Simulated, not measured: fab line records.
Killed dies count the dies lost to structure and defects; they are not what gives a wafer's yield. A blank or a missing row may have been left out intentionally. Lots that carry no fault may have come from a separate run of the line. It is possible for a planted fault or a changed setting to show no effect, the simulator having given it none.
fab line records + flow n5Finfet
[record]
- lots = 9
- wafers = 27
- lastDay = 17
route steps=1938 shown FIN_SAQP@125 BEOL_M4@1111
lots untouched by any fault: they come from a run of this same line in which no faults occurred
startH: start of the lot's first displayed wafer, in hours after the record's first day + waitH: time in hours since the lot's previous step + " as in the row above + L1.1+2: a single row standing in for several wafers + - no value present, or no start provided + * or withheld: withheld + < > ~ a bound
route shown NAME@n: a module of which the file shows steps, and the number in the route of the first + usual: average and standard deviation across the fault-free wafers + same: alike in all rows + chamber/n: place in a boat + sites: each site's reading + _std_site: the values' standard deviation + _edge_site: the outer-site mean with the inner-site mean subtracted + radiusMm: for every site, how far away it sits from the centre of the wafer + mask NAME#n: copy n + behind: the tool/chamber that last shaped the wafer + hold: cause of the lot's hold/its duration in hours/its outcome + device: which transistor (n, p or np) failed to switch + end of line: at the end of the route, the tests of the same wafers + a step given without rows: its recipe and nothing more + killed: dies that structure and defects cost at the first sort, which is not the same as the wafer's yield + map: a wafer's dies, x killed, . not, _ none there
set.NAME: the setting the step ran with; set.NAME@STEP: the setting that earlier step ran with + model.NAME: the simulator's own value behind a step, which no gauge read
one table for each step of the route and one row for each wafer, over a sample of lots
services: a tool's chamber out of use, with start hour (startH, from the record's first day; less than 0 if before it), hours out, and reason
[[steps]]
[step N5_FIN_SAQP_SPACER1_ALD_24]
[recipe]
- material = SiO2
- targetThkA = 203
- tempC = 300
- aldPrecursorFamily = BDEAS
- aldCoReactant = O2-plasma
- pulseTimeS = 1
- purgeTimeS = 2
- coReactantPurgeTimeS = 2
- aldCycles = 218
- pressureTorr = 2
[usual]
- heaterPowerW = 466/51
- precursorPulseHeightRel = 1.001/0.019
[same]
- coReactantPurgeTimeS = 2
| lot.wafer | tool      | chamber | startH | waitH | heaterPowerW | precursorPulseHeightRel |
|-----------|-----------|---------|--------|-------|--------------|-------------------------|
| L862.1    | aldSin-01 | 3       | 25.85  | 2.1   | 458          | 1.011                   |
| L862.4    | "         | 1       | "      | "     | 485          | 0.995                   |
| L862.5    | "         | 3       | "      | "     | 460          | 1.033                   |
| L864.1    | aldSin-01 | 0       | 36.14  | 0.3   | 476          | 1.006                   |
| L864.3    | "         | 1       | "      | "     | 495          | 1.002                   |
| L864.5    | "         | 0       | "      | "     | 451          | 1.009                   |
| L871.1    | aldSin-02 | 0       | 78.87  | 0.5   | 579          | 1.004                   |
| L871.2    | "         | 2       | "      | "     | 482          | 0.971                   |
| L871.5    | "         | 3       | "      | "     | 362          | 0.978                   |
| L872.1    | aldSin-03 | 1       | 86.21  | 0.5   | 472          | 1.009                   |
| L872.4    | "         | 2       | "      | "     | 447          | 0.980                   |
| L872.5    | "         | 0       | "      | "     | 511          | 0.995                   |
| L875.3    | aldSin-03 | 0       | 100.97 | 0.1   | 515          | 0.995                   |
| L875.5    | "         | 0       | "      | "     | 503          | 1.001                   |
| L875.6    | "         | 1       | "      | "     | 472          | 0.972                   |
| L877.1    | aldSin-02 | 3       | 114.26 | 0.8   | 363          | 1.005                   |
| L877.4    | "         | 1       | "      | "     | 435          | 0.976                   |
| L877.6    | "         | 2       | "      | "     | 471          | 1.006                   |
| L882.1    | aldSin-02 | 1       | 143.22 | 0.4   | 434          | 0.985                   |
| L882.5    | "         | 1       | "      | "     | 445          | 0.989                   |
| L882.6    | "         | 0       | "      | "     | 543          | 1.022                   |
| L883.3    | aldSin-02 | 3       | 150.16 | 0.1   | 368          | 0.988                   |
| L883.5    | "         | 1       | "      | "     | 431          | 0.992                   |
| L883.6    | "         | 0       | "      | "     | 560          | 1.018                   |
| L884.1    | aldSin-01 | 1       | 156.25 | 0.3   | 492          | 0.990                   |
| L884.3    | "         | 0       | "      | "     | 460          | 1.032                   |
| L884.5    | "         | 3       | "      | "     | 459          | 1.012                   |
[step N5_FIN_SAQP_CD_MEAS_27]
[recipe]
- targetCdNm = 20
- landingEnergyEv = 1000
- detector = seInlens
- polarity = line
[usual]
- cdNm = 20.31/0.22
| lot.wafer | tool     | chamber | startH | waitH | cdNm  |
|-----------|----------|---------|--------|-------|-------|
| L862.1    | cdSem-02 | 0       | 26.80  | 0.1   | 20.34 |
| L862.4    | "        | 0       | "      | "     | 20.23 |
| L862.5    | "        | 0       | "      | "     | 20.37 |
| L864.1    | cdSem-02 | 0       | 37.05  | 0.1   | 20.66 |
| L864.3    | "        | 0       | "      | "     | 20.72 |
| L864.5    | "        | 0       | "      | "     | 20.49 |
| L871.1    | cdSem-01 | 0       | 79.81  | 0.1   | 20.08 |
| L871.2    | "        | 0       | "      | "     | 19.89 |
| L871.5    | "        | 0       | "      | "     | 20.13 |
| L872.1    | cdSem-01 | 0       | 87.12  | 0.1   | 20.25 |
| L872.4    | "        | 0       | "      | "     | 19.87 |
| L872.5    | "        | 0       | "      | "     | 20.38 |
| L875.3    | cdSem-02 | 0       | 101.89 | 0.1   | 20.17 |
| L875.5    | "        | 0       | "      | "     | 20.54 |
| L875.6    | "        | 0       | "      | "     | 20.10 |
| L877.1    | cdSem-01 | 0       | 115.23 | 0.1   | 20.52 |
| L877.4    | "        | 0       | "      | "     | 20.37 |
| L877.6    | "        | 0       | "      | "     | 20.20 |
| L882.1    | cdSem-01 | 0       | 144.14 | 0.1   | 20.40 |
| L882.5    | "        | 0       | "      | "     | 20.59 |
| L882.6    | "        | 0       | "      | "     | 20.15 |
| L883.3    | cdSem-01 | 0       | 151.09 | 0.1   | 19.85 |
| L883.5    | "        | 0       | "      | "     | 20.27 |
| L883.6    | "        | 0       | "      | "     | 20.20 |
| L884.1    | cdSem-02 | 0       | 157.38 | 0.1   | 20.31 |
| L884.3    | "        | 0       | "      | "     | 20.18 |
| L884.5    | "        | 0       | "      | "     | 20.40 |
[step N5_FIN_SAQP_MANDREL2_REMOVE_60]
[recipe]
- chemistry = HBr/Cl2/O2
- btTimeS = 10
- target = a-Si
- stopOn = SiNx
- endpoint = OES-SiCl
- overEtchFrac = 1
- icpW = 600
- biasW = 22
- HBr_flow_sccm = 150
- Cl2_flow_sccm = 80
- O2_flow_sccm = 5
- pressureMtorr = 10
[usual]
- HBr_flow_sccm = 150.0/0.46
- drypumpMotorCurrentA = 6.0/0.41
- oesProductAu = 0.989/0.014
- throttleValvePct = 36.69/0.22
| lot.wafer | tool     | chamber | startH | waitH | HBr_flow_sccm | drypumpMotorCurrentA | oesProductAu | rfHoursCounterH | throttleValvePct |
|-----------|----------|---------|--------|-------|---------------|----------------------|--------------|-----------------|------------------|
| L862.1    | rieSi-01 | 2       | 29.65  | 0.1   | 149.3         | 5.9                  | 1.001        | 161             | 36.42            |
| L862.4    | "        | 0       | "      | "     | 149.7         | 6.1                  | 0.998        | 23              | 36.91            |
| L862.5    | "        | 2       | "      | "     | 149.0         | 5.9                  | 0.989        | -               | 36.42            |
| L864.1    | rieSi-02 | 1       | 39.56  | 0.1   | 149.4         | 6.4                  | 0.986        | 58              | 36.72            |
| L864.3    | "        | 2       | "      | "     | 149.9         | 5.6                  | 0.976        | 38              | 36.91            |
| L864.5    | "        | 1       | "      | "     | 149.4         | 6.4                  | 0.992        | -               | 36.74            |
| L871.1    | rieSi-01 | 2       | 81.81  | 0.1   | 151.8         | 5.8                  | 0.991        | 162             | 36.41            |
| L871.2    | "        | 3       | "      | "     | 149.4         | 6.7                  | 0.980        | 6               | 36.34            |
| L871.5    | "        | 1       | "      | "     | 149.3         | 6.0                  | 1.004        | -               | 36.88            |
| L872.1    | rieSi-01 | 1       | 89.48  | 0.1   | 150.2         | 6.1                  | 1.006        | 7               | 36.88            |
| L872.4    | "        | 2       | "      | "     | 149.8         | 5.8                  | 0.992        | 162             | 36.44            |
| L872.5    | "        | 2       | "      | "     | 150.2         | 5.9                  | 0.976        | -               | 36.41            |
| L875.3    | rieSi-05 | 2       | 103.32 | 0.1   | 150.0         | 6.4                  | 1.000        | 61              | 36.63            |
| L875.5    | "        | 2       | "      | "     | 150.0         | 6.4                  | 1.004        | -               | 36.64            |
| L875.6    | "        | 1       | "      | "     | 150.3         | 6.0                  | 0.985        | -               | 37.11            |
| L877.1    | rieSi-05 | 2       | 116.75 | 0.1   | 149.9         | 6.4                  | 1.011        | 61              | 36.66            |
| L877.4    | "        | 3       | "      | "     | 150.1         | 5.8                  | 0.978        | 159             | 36.69            |
| L877.6    | "        | 1       | "      | "     | 149.7         | 6.0                  | 0.991        | -               | 37.12            |
| L882.1    | rieSi-02 | 0       | 145.61 | 0.1   | 149.9         | 5.1                  | 0.999        | 111             | 36.77            |
| L882.5    | "        | 3       | "      | "     | 150.8         | 5.8                  | 0.981        | -               | 36.79            |
| L882.6    | "        | 0       | "      | "     | 149.6         | 5.1                  | 1.006        | -               | 36.79            |
| L883.3    | rieSi-05 | 1       | 152.62 | 0.1   | 150.3         | 6.0                  | 0.991        | 9               | 37.11            |
| L883.5    | "        | 3       | "      | "     | 149.6         | 5.8                  | 0.977        | -               | 36.72            |
| L883.6    | "        | 0       | "      | "     | 150.3         | 5.7                  | 0.973        | -               | 36.49            |
| L884.1    | rieSi-01 | 1       | 158.85 | 0.1   | 149.9         | 6.0                  | 0.999        | 8               | 36.89            |
| L884.3    | "        | 2       | "      | "     | 149.9         | 5.9                  | 0.992        | 163             | 36.42            |
| L884.5    | "        | 2       | "      | "     | 150.0         | 5.9                  | 0.988        | -               | 36.43            |
[step N5_FIN_SAQP_FIN_ETCH_36]
[recipe]
- chemistry = HBr/Cl2/O2
- targetDepthA = 1200
- maskMaterial = SiNx
- timeS = 50.4
- biasW = 102
- pressureMtorr = 10
- icpW = 800
- HBr_flow_sccm = 150
- Cl2_flow_sccm = 80
- O2_flow_sccm = 12
[usual]
- HBr_flow_sccm = 150.0/0.48
- biasW = 101.99/0.29
- drypumpMotorCurrentA = 6.0/0.39
- oesProductAu = 0.989/0.016
- throttleValvePct = 36.04/0.24
| lot.wafer | tool     | chamber | startH | waitH | HBr_flow_sccm | biasW  | drypumpMotorCurrentA | oesProductAu | rfHoursCounterH | throttleValvePct |
|-----------|----------|---------|--------|-------|---------------|--------|----------------------|--------------|-----------------|------------------|
| L862.1    | rieSi-05 | 0       | 30.23  | 0.0   | 149.9         | 101.51 | 5.7                  | 0.964        | 66              | 35.81            |
| L862.4    | "        | 2       | "      | "     | 149.9         | 101.60 | 6.4                  | 0.998        | -               | 35.97            |
| L862.5    | "        | 1       | "      | "     | 150.1         | 101.82 | 6.0                  | 0.977        | -               | 36.46            |
| L864.1    | rieSi-05 | 1       | 40.01  | 0.0   | 150.1         | 102.47 | 6.0                  | 0.978        | 7               | 36.44            |
| L864.3    | "        | 3       | "      | "     | 150.2         | 102.71 | 5.8                  | 0.976        | 157             | 36.02            |
| L864.5    | "        | 0       | "      | "     | 150.2         | 102.31 | 5.7                  | 0.971        | -               | 35.79            |
| L871.1    | rieSi-05 | 1       | 82.25  | 0.0   | 150.0         | 102.32 | 6.0                  | 0.983        | 8               | 36.45            |
| L871.2    | "        | 2       | "      | "     | 151.2         | 102.28 | 6.5                  | 1.009        | 61              | 35.98            |
| L871.5    | "        | 2       | "      | "     | 150.2         | 102.10 | 6.4                  | 1.002        | -               | 35.95            |
| L872.1    | rieSi-05 | 0       | 89.93  | 0.0   | 150.3         | 101.78 | 5.7                  | 0.971        | 67              | 35.78            |
| L872.4    | "        | 2       | "      | "     | 149.8         | 124.49 | 6.5                  | 1.048        | 61              | 35.88            |
| L872.5    | "        | 0       | "      | "     | 150.2         | 102.13 | 5.7                  | 0.969        | -               | 35.80            |
| L875.3    | rieSi-02 | 3       | 103.76 | 0.0   | 150.3         | 102.56 | 5.8                  | 0.991        | 30              | 36.11            |
| L875.5    | "        | 0       | "      | "     | 149.6         | 102.15 | 5.1                  | 0.998        | -               | 36.11            |
| L875.6    | "        | 1       | "      | "     | 150.4         | 101.98 | 6.4                  | 1.008        | -               | 36.03            |
| L877.1    | rieSi-02 | 1       | 117.20 | 0.0   | 148.9         | 101.73 | 6.4                  | 1.002        | 60              | 36.05            |
| L877.4    | "        | 2       | "      | "     | 150.2         | 102.87 | 5.6                  | 0.971        | 39              | 36.25            |
| L877.6    | "        | 3       | "      | "     | 149.3         | 102.24 | 5.8                  | 0.983        | -               | 36.13            |
| L882.1    | rieSi-01 | 1       | 146.10 | 0.0   | 149.3         | 101.73 | 6.0                  | 1.002        | 8               | 36.20            |
| L882.5    | "        | 0       | "      | "     | 149.6         | 101.49 | 6.0                  | 1.014        | -               | 36.21            |
| L882.6    | "        | 3       | "      | "     | 149.8         | 101.73 | 6.7                  | 0.989        | -               | 35.66            |
| L883.3    | rieSi-01 | 2       | 153.07 | 0.0   | 150.3         | 102.18 | 5.9                  | 0.989        | 163             | 35.75            |
| L883.5    | "        | 0       | "      | "     | 149.5         | 102.21 | 6.1                  | 1.011        | -               | 36.22            |
| L883.6    | "        | 3       | "      | "     | 150.6         | 102.17 | 6.7                  | 0.996        | -               | 35.67            |
| L884.1    | rieSi-02 | 3       | 159.29 | 0.0   | 149.7         | 102.07 | 5.8                  | 0.991        | 31              | 36.11            |
| L884.3    | "        | 2       | "      | "     | 150.0         | 101.94 | 5.7                  | 0.977        | 40              | 36.22            |
| L884.5    | "        | 3       | "      | "     | 149.5         | 102.03 | 5.8                  | 0.990        | -               | 36.11            |
[step N5_FIN_SAQP_OCD_MEAS_76]
[usual]
- trenchDepthNm = 119.6/1.1
| lot.wafer | tool   | chamber | startH | waitH | trenchDepthNm |
|-----------|--------|---------|--------|-------|---------------|
| L862.1    | ocd-02 | -       | 30.45  | 0.0   | 119.1         |
| L862.4    | "      | -       | "      | "     | 118.0         |
| L862.5    | "      | -       | "      | "     | 119.0         |
| L864.1    | ocd-01 | -       | 40.23  | 0.0   | 119.9         |
| L864.3    | "      | -       | "      | "     | 119.4         |
| L864.5    | "      | -       | "      | "     | 119.7         |
| L871.1    | ocd-01 | -       | 82.47  | 0.0   | 119.8         |
| L871.2    | "      | -       | "      | "     | 120.1         |
| L871.5    | "      | -       | "      | "     | 119.3         |
| L872.1    | ocd-01 | -       | 90.15  | 0.0   | 118.8         |
| L872.4    | "      | -       | "      | "     | 126.1         |
| L872.5    | "      | -       | "      | "     | 119.0         |
| L875.3    | ocd-02 | -       | 103.99 | 0.0   | 120.6         |
| L875.5    | "      | -       | "      | "     | 119.1         |
| L875.6    | "      | -       | "      | "     | 121.5         |
| L877.1    | ocd-02 | -       | 117.42 | 0.0   | 120.5         |
| L877.4    | "      | -       | "      | "     | 119.4         |
| L877.6    | "      | -       | "      | "     | 119.0         |
| L882.1    | ocd-01 | -       | 146.32 | 0.0   | 119.9         |
| L882.5    | "      | -       | "      | "     | 119.7         |
| L882.6    | "      | -       | "      | "     | 120.1         |
| L883.3    | ocd-01 | -       | 153.29 | 0.0   | 119.7         |
| L883.5    | "      | -       | "      | "     | 120.2         |
| L883.6    | "      | -       | "      | "     | 121.0         |
| L884.1    | ocd-01 | -       | 159.51 | 0.0   | 120.3         |
| L884.3    | "      | -       | "      | "     | 120.2         |
| L884.5    | "      | -       | "      | "     | 120.7         |
[step N5_BEOL_M4_RC_MEAS_101]
[usual]
- DIBL_N = 36.3/1.2
- DIBL_P = 36.3/1.4
- IOFF_N = 0.157/0.02
- IOFF_P = 0.22/0.033
- ION_N = 675/9.6
- ION_P = 465/8.2
- SS_N = 71.4/0.45
- SS_P = 73.3/0.54
- VT_N = 249.8/2.5
- VT_P = -249/3.2
| lot.wafer | tool      | chamber | startH | waitH | DIBL_N[mV/V] | DIBL_P[mV/V] | IOFF_N[nA/um] | IOFF_P[nA/um] | ION_N[uA/um] | ION_P[uA/um] | SS_N[mV/dec] | SS_P[mV/dec] | VT_N[mV] | VT_P[mV] |
|-----------|-----------|---------|--------|-------|--------------|--------------|---------------|---------------|--------------|--------------|--------------|--------------|----------|----------|
| L862.1    | prober-01 | 0       | 170.35 | 0.0   | 37.2         | 38.5         | 0.169         | 0.23          | 681          | 466          | 71.4         | 72.8         | 246.2    | -249     |
| L862.4    | "         | 0       | "      | "     | 36.6         | 37.3         | 0.150         | 0.21          | 676          | 467          | 71.6         | 72.7         | 249.8    | -251     |
| L862.5    | "         | 0       | "      | "     | 35.3         | 36.4         | 0.137         | 0.20          | 661          | 457          | 71.5         | 73.0         | 251.9    | -252     |
| L864.1    | prober-01 | 0       | 187.88 | 0.0   | 34.6         | 34.8         | 0.128         | 0.16          | 665          | 455          | 71.2         | 72.0         | 251.3    | -256     |
| L864.3    | "         | 0       | "      | "     | 35.1         | 34.9         | 0.132         | 0.17          | 662          | 453          | 71.7         | 72.3         | 251.7    | -253     |
| L864.5    | "         | 0       | "      | "     | 35.3         | 35.1         | 0.137         | 0.17          | 668          | 455          | 71.2         | 71.9         | 253.9    | -254     |
| L871.1    | prober-01 | 0       | 232.27 | 0.4   | 34.2         | 35.7         | 0.151         | 0.23          | 686          | 468          | 71.2         | 72.6         | 248.1    | -247     |
| L871.2    | "         | 0       | "      | "     | 34.5         | 36.1         | 0.159         | 0.23          | 670          | 470          | 71.8         | 72.4         | 245.6    | -248     |
| L871.5    | "         | 0       | "      | "     | 35.3         | 37.5         | 0.177         | 0.26          | 692          | 475          | 71.6         | 72.8         | 247.1    | -246     |
| L872.1    | prober-02 | 0       | 251.22 | 0.0   | 37.4         | 35.5         | 0.168         | 0.23          | 683          | 466          | 70.9         | 73.8         | 249.0    | -249     |
| L872.4    | "         | 0       | "      | "     | 36.9         | 35.0         | 0.162         | 0.21          | 680          | 466          | 71.2         | 73.2         | 248.9    | -247     |
| L872.5    | "         | 0       | "      | "     | 37.3         | 35.6         | 0.174         | 0.23          | 682          | 465          | 71.6         | 73.8         | 250.0    | -247     |
| L875.3    | prober-01 | 0       | 252.24 | 0.3   | 34.5         | 34.8         | 0.155         | 0.19          | 679          | 468          | 71.6         | 73.8         | 249.4    | -252     |
| L875.5    | "         | 0       | "      | "     | 34.2         | 34.3         | 0.146         | 0.18          | 681          | 459          | 70.7         | 72.8         | 247.7    | -255     |
| L875.6    | "         | 0       | "      | "     | 33.8         | 34.0         | 0.141         | 0.17          | 670          | 459          | 71.5         | 72.9         | 248.8    | -256     |
| L877.1    | prober-02 | 0       | 284.71 | 0.0   | 36.3         | 36.0         | 0.133         | 0.20          | 666          | 461          | 71.5         | 72.2         | 254.8    | -251     |
| L877.4    | "         | 0       | "      | "     | 37.1         | 36.6         | 0.149         | 0.21          | 677          | 464          | 71.6         | 72.6         | 251.3    | -247     |
| L877.6    | "         | 0       | "      | "     | 37.9         | 38.3         | 0.163         | 0.24          | 686          | 477          | 71.9         | 74.0         | 249.4    | -248     |
| L884.1    | prober-01 | 0       | 307.20 | 0.0   | 35.7         | 36.1         | 0.147         | 0.25          | 673          | 469          | 71.2         | 73.3         | 249.2    | -246     |
| L884.3    | "         | 0       | "      | "     | 37.4         | 37.9         | 0.182         | 0.28          | 675          | 473          | 71.5         | 74.0         | 246.1    | -245     |
| L884.5    | "         | 0       | "      | "     | 36.5         | 36.6         | 0.170         | 0.26          | 667          | 464          | 71.8         | 73.9         | 247.4    | -246     |
| L882.1    | prober-02 | 0       | 308.98 | 0.0   | 38.3         | 38.4         | 0.206         | 0.26          | 675          | 463          | 72.1         | 74.6         | 247.8    | -247     |
| L882.5    | "         | 0       | "      | "     | 37.7         | 38.6         | 0.195         | 0.26          | 675          | 467          | 72.2         | 73.5         | 247.5    | -249     |
| L882.6    | "         | 0       | "      | "     | 38.1         | 38.6         | 0.199         | 0.26          | 692          | 474          | 71.5         | 73.9         | 244.4    | -245     |
| L883.3    | prober-02 | 0       | 315.34 | 0.3   | 37.2         | 37.3         | 0.186         | 0.26          | 691          | 481          | 71.4         | 74.0         | 247.1    | -246     |
| L883.5    | "         | 0       | "      | "     | 37.1         | 36.7         | 0.174         | 0.25          | 683          | 473          | 71.6         | 74.1         | 249.6    | -247     |
| L883.6    | "         | 0       | "      | "     | 35.9         | 34.6         | 0.154         | 0.22          | 689          | 474          | 70.7         | 73.9         | 253.2    | -250     |
[[services]]
| tool      | chamber | startH | hours | kind        |
|-----------|---------|--------|-------|-------------|
| aldSin-01 | 0       | 9.39   | -     | clean       |
| aldSin-01 | 1       | 9.39   | -     | clean       |
| aldSin-01 | 2       | 9.39   | -     | clean       |
| aldSin-01 | 3       | 9.39   | -     | clean       |
| rieSi-05  | 2       | 11.51  | 2.9   | repair      |
| aldSin-01 | -       | 16.84  | 1.0   | repair      |
| aldSin-01 | 3       | 23.75  | 1.8   | repair      |
| rieSi-05  | 3       | 27.70  | 10.3  | repair      |
| rieSi-05  | 1       | 50.76  | 3.5   | repair      |
| aldSin-01 | -       | 52.18  | 6.0   | pm          |
| rieSi-01  | 1       | 62.65  | 3.2   | repair      |
| aldSin-02 | 2       | 66.15  | -     | calibration |
| aldSin-02 | -       | 85.25  | 14.0  | pm          |
| aldSin-02 | 0       | 85.25  | 14.0  | ventCycle   |
| aldSin-02 | 1       | 85.25  | 14.0  | ventCycle   |
| aldSin-02 | 2       | 85.25  | 14.0  | ventCycle   |
| aldSin-02 | 3       | 85.25  | 14.0  | ventCycle   |
| aldSin-01 | 3       | 89.03  | 4.4   | repair      |
| aldSin-02 | 0       | 99.25  | -     | clean       |
| aldSin-02 | 1       | 99.25  | -     | clean       |
| aldSin-02 | 2       | 99.25  | -     | clean       |
| aldSin-02 | 3       | 99.25  | -     | clean       |
| rieSi-05  | 0       | 104.99 | 4.3   | repair      |
| rieSi-02  | 2       | 134.57 | 9.6   | repair      |
[[key]]
[firstSign]
- step = N5_FIN_SAQP_FIN_ETCH_36
- reading = biasW
- direction = up
- sigmas = 79
- usual = *
- struck = *
[effect]
- step = N5_FIN_SAQP_FIN_ETCH_36
- reading = oesProductAu
- direction = up
- sigmas = 3.6
- usual = 0.989
- struck = 1.048
[effect]
- step = N5_FIN_SAQP_OCD_MEAS_76
- reading = trenchDepthNm
- direction = up
- sigmas = 5.7
- usual = 119.6
- struck = 126.1
metAt N5_FIN_SAQP_FIN_ETCH_36
struckLots L872
struckWafers L872.4
notActingAt N5_FIN_SAQP_SPACER1_ALD_24,N5_FIN_SAQP_CD_MEAS_27,N5_FIN_SAQP_MANDREL2_REMOVE_60
onsetBetween 82.25 89.93
[fault]
- kind = processParameterDrift
- tool = rieSi-05
- chamber = 2
- onsetH = 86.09
- steps = N5_FIN_SAQP_FIN_ETCH_36
- channel = biasW
- offset = *
- shape = step
- endH = 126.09
- actsIn = *
- stated = *
